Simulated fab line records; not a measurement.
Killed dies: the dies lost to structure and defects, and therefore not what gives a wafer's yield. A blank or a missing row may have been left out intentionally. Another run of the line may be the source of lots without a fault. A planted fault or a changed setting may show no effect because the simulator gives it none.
Matching of chambers ; flow nand harc ; NHARC_P_M1_PRE_CLEAN_32 on pecvd-04 has 3 sister chambers
The step time 12 s. 6 wafers are shown with their chamber, then 11 later ones without.

== WAFERS WITH THEIR CHAMBER ==
wafer;chamber;heater power w (W);rf fwd power W (W)
L084.4;1;787;294.0
L084.5;0;580;291.8
L089.2;2;676;291.7
L089.3;0;633;291.8
L089.6;1;761;292.8
L091.2;2;611;293.1

== WAFERS MISSING THEIR CHAMBER ==
wafer;heater power w (W);rf fwd power W (W)
L091.3;725;294.3
L091.4;629;293.1
L094.1;630;294.0
L094.4;636;292.0
L094.6;653;291.2
L095.2;717;292.8
L095.3;758;290.3
L095.6;712;291.5
L097.2;553;291.8
L097.3;726;291.1
L097.5;735;292.8

== WHICH CHAMBER EACH ONE RAN IN ==
wafer;from the rows above;in truth
L091.3;can't be placed: 1 or 2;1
L091.4;can't be placed: 2 or 0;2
L094.1;can't be placed: 2 or 0 or 1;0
L094.4;can't be placed: 2 or 0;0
L094.6;can't be placed: 0 or 2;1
L095.2;can't be placed: 1 or 2 or 0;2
L095.3;can't be placed: 1 or 2 or 0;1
L095.6;can't be placed: 2 or 0 or 1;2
L097.2;can't be placed: 0 or 2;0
L097.3;can't be placed: 2 or 1 or 0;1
L097.5;can't be placed: 1 or 2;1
Placed correctly: 0 of 11. Not placeable from these rows: 11 (in 10, the candidates include the true chamber). Wrongly placed: 0.
How it was worked out, from the rows above alone: a wafer's distance from a chamber is the root of the sum, over the readings, of the square of ((its reading less the chamber's mean) divided by the reading's scatter). The wafer belongs to the nearest chamber; if the next one is less than 2 further off, it can't be placed. For every chamber, the mean is computed from those of its wafers that are shown. The scatter is the square root of a quotient: the sum, over the shown wafers, of each reading's squared deviation from its chamber's mean, divided by wafers minus chambers.
